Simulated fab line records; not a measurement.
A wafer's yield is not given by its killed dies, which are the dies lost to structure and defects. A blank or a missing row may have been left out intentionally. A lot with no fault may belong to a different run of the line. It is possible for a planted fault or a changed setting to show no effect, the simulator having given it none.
Which of the tools did it? | flow n5-finfet | route of 1938 steps, sampled at 1 step: 12 lots, 36 wafers

## WHAT THE GAUGES SHOWED, per wafer
N5_BEOL_M4_CD_MEAS_28: target cd 26.2 nm, target cd y 24.1 nm.
lot  | measured     | on        | cd-nm (nm)
L075 | day 8 06:55  | cd-sem-01 | 26.06 26.74 26.28
L077 | day 8 16:56  | cd-sem-02 | 26.13 26.04 26.11
L079 | day 8 20:55  | cd-sem-03 | 26.36 26.15 26.14
L081 | day 9 19:32  | cd-sem-03 | 26.47 26.24 26.31
L084 | day 10 18:50 | cd-sem-01 | 26.27 26.18 26.17
L086 | day 10 19:42 | cd-sem-03 | 25.85 26.23 25.97
L088 | day 11 09:29 | cd-sem-02 | 26.46 26.30 26.79
L090 | day 11 22:59 | cd-sem-01 | 26.14 26.01 25.74
L091 | day 12 12:27 | cd-sem-03 | 26.19 25.97 26.65
L093 | day 13 06:56 | cd-sem-01 | 26.56 26.30 26.44
L095 | day 13 14:37 | cd-sem-01 | 26.29 26.02 26.13
L097 | day 14 01:49 | cd-sem-03 | 26.28 26.00 26.47

## WHICH TOOL RAN EACH LOT (tool, then ch and the chambers of the sampled wafers, then the start)
No process step before these readings appears in the record.

## THE ANSWER, worked out from the rows above alone
Rule: the usual values come from the lots themselves. Put in order of their means at a reading, lots are off if they are a third of the lots or fewer, leave a main group of 4 or more, and stand apart from it by a gap of 3 or more times the standard deviation of the main group's means; of several such gaps the widest counts. Not used: any main group whose means are identical at the precision the tables above print for the reading. Also off: a lot with no number at a reading for which 4 or more lots have one. Any other lot the step has rows for is counted as sound.
None of the lots is off at any reading shown; this tells nothing.

## WHAT THE SIMULATOR HAD INSERTED
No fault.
